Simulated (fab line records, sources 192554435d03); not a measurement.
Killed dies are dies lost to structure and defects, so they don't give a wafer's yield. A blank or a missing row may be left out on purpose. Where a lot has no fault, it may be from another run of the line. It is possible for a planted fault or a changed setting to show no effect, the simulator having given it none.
Struck lot and sound lot, side by side / flow n5Finfet / 39 out of 1938 route steps
Sound: wafers L179.2, L179.3, L179.4. Struck: wafer L182.4 (L182.3, L182.6, from the same lot, were not struck and are left out); the cause is given at the end.
Each step with rows lists, per side, the tool, then ch with its chambers, then its first start. Under that, the readings that differ: sound wafers / struck wafers / difference of the means / sigmas: that difference in standard deviations of wafers without a fault.
alike: a reading whose means differ by less than 2 such deviations, as well as words and numbers matching on both sides. not compared: withheld readings; readings where some wafer has no value; bounds like >300 that might hide an equal value; numbers whose values overlap and for which the record gives no deviation.
The two part at a step that has a row with sigmas, a row that says differs or no value, or rows on one side only. Numbers that don't overlap but have no deviation are shown without sigmas and don't part them. A reading missing from all wafers of one side parts the sides only when that side holds two or more wafers.

first, 12 steps without rows for these wafers: N5_BEOL_M2_ANNEAL_87 (time 240 s); N5_BEOL_M2_SPUTTER_88 (material Cu, target thk 4.5 nm, time 8.29 s); N5_BEOL_M2_ANNEAL_89 (time 240 s); N5_BEOL_M2_SPUTTER_90 (material Cu, target thk 4.5 nm, time 8.29 s); N5_BEOL_M2_ANNEAL_91 (time 240 s); N5_BEOL_M2_SPUTTER_92 (material Cu, target thk 4.5 nm, time 8.29 s); N5_BEOL_M2_ANNEAL_93 (time 240 s); N5_BEOL_M2_SPUTTER_94 (material Cu, target thk 4.5 nm, time 8.29 s); N5_BEOL_M2_ANNEAL_95 (time 240 s); N5_BEOL_M2_SPUTTER_96 (material Cu, target thk 4.5 nm, time 8.29 s); N5_BEOL_M2_ECD_50 (material Cu, target thk 300 nm); N5_BEOL_M2_ANNEAL_51 (time 90 s).
N5_BEOL_M2_CMP_52: polishes, stops on SiOC, t overpolish 6.8 s, target thk 40 nm.
  sound on cmp-01 ch 0,1,3, day 7 18:14; struck on cmp-01 ch 0, day 8 17:52
reading=barrierFieldEndpointS (s); sound=25.5 24.5 24.3; struck=41.1; difference=+16.3; sigmas=+23
reading=overpolishRunS (s); sound=6.808 6.789 6.798; struck=0.040; difference=-6.758; sigmas=-99 or more
reading=timeToEndpointS (s); sound=67 62 59; struck=81; difference=+18; sigmas=+4
  alike: motorCurrentA
N5_BEOL_M2_THK_MEAS_53: measures by xrf.
  struck on filmMetro-02, day 8 18:07; sound on filmMetro-02, day 7 18:32
reading=M2_THK (nm); sound=40.5 39.8 39.7; struck=154.3; difference=+114.3; sigmas=+67
then, 4 steps without rows for these wafers: N5_BEOL_M2_PRE_CLEAN_60 (time 15 s); N5_BEOL_M2_CO_CAP_55 (material Co, precursor CCTBA/H2, target thk 2 nm, time 102.1 s); N5_BEOL_M2_PRE_CLEAN_56 (time 15 s); N5_BEOL_M2_DEP_57 (deposits SiCN from 3MS/NH3, target thk 8 nm, time 14 s).
N5_BEOL_M2_INSPECT_59: inspects for defects (darkfield).
  struck on defectInspect-02, day 8 18:25; sound on defectInspect-02, day 7 18:49
reading=rawDefectCount; sound=60 68 92; struck=5825; difference=+5752; sigmas=+99 or more
then, 18 steps without rows for these wafers: N5_BEOL_M3_ILD_DEP_00 (deposits SiOC from DEMS/O2, target thk 79 nm, time 15.3 s); N5_BEOL_M3_PECVD_72 (deposits SiO2 from TEOS/O2, target thk 16 nm, time 18 s); N5_BEOL_M3_HM_DEP_02 (deposits TiN, target thk 20 nm); N5_BEOL_M3_COAT_61 (time 60 s, resist thk 60 nm); N5_BEOL_M3_COAT_62 (time 60 s, resist thk 12 nm); N5_BEOL_M3_COAT_73 (time 60 s, resist thk 5 nm); N5_BEOL_M3_COAT_05 (resist thk 30 nm); N5_BEOL_M3_EBR_07; N5_BEOL_M3_SOFTBAKE_06 (time 60 s); N5_BEOL_M3_EXPOSE_08 (exposes mask M3); N5_BEOL_M3_PEB_09 (peb time 60 s); N5_BEOL_M3_DEVELOP_10 (develop time 30 s); N5_BEOL_M3_DESCUM_16 (chemistry O2, time 7 s); N5_BEOL_M3_ETCH_74 (etches underlayer in N2/H2, target depth 6.5 nm, time 5.2 s); N5_BEOL_M3_ETCH_63 (etches SiARC in CF4, target depth 15.6 nm, time 26 s); N5_BEOL_M3_ETCH_64 (etches SOC in N2/H2, target depth 75 nm, overetch 15 nm, time 112.5 s); N5_BEOL_M3_STRIP_65 (strips in N2/H2); N5_BEOL_M3_STRIP_75 (strips in N2/H2).
N5_BEOL_M4_RC_MEAS_101:
  the record has rows for the sound wafers here (prober-01 ch 0, day 8 19:01) and none for the struck ones
-- a jump in the record: the struck wafers' starts before and after are 5 days apart (it breaks off in module BEOL_M4 and resumes in module PASSIVATION, where the first step shown is number 1936 of the route) --
N5_PASSIVATION_PROBE_49:
  struck on prober-02, day 13 22:26; sound on prober-02, day 13 02:38
reading=defectLimitedYield (%); sound=93.0 88.7 92.0; struck=0; difference=-91; sigmas=-61
reading=killed_at_M0_to_M3; sound=40 53 39; struck=1095; difference=+1051; sigmas=+96
reading=killedAtFrontEnd; sound=20 41 33; struck=54; difference=+23; sigmas=+2
reading=killedDies; sound=83 133 94; struck=1180; difference=+1077; sigmas=+60
reading=killedOnRim; sound=13 15 13; struck=152; difference=+138; sigmas=+36
reading=sortNPass; sound=1097 1047 1086; struck=0; difference=-1077; sigmas=-60
reading=sortYieldPct (%); sound=93.0 88.7 92.0; struck=0; difference=-91; sigmas=-61
  alike: killed_at_M4_up, killedAtContacts, killedAtOther, killedOpen, killedShort, sort_bin_5_function, sort_bin_6_memory

== WHERE THEY PART ==
Earliest at N5_BEOL_M2_CMP_52; latest, in this record, at N5_PASSIVATION_PROBE_49.

WHY: whatever the simulator had introduced
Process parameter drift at N5_BEOL_M2_CMP_52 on cmp-01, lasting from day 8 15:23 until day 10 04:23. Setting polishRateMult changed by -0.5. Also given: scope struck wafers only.
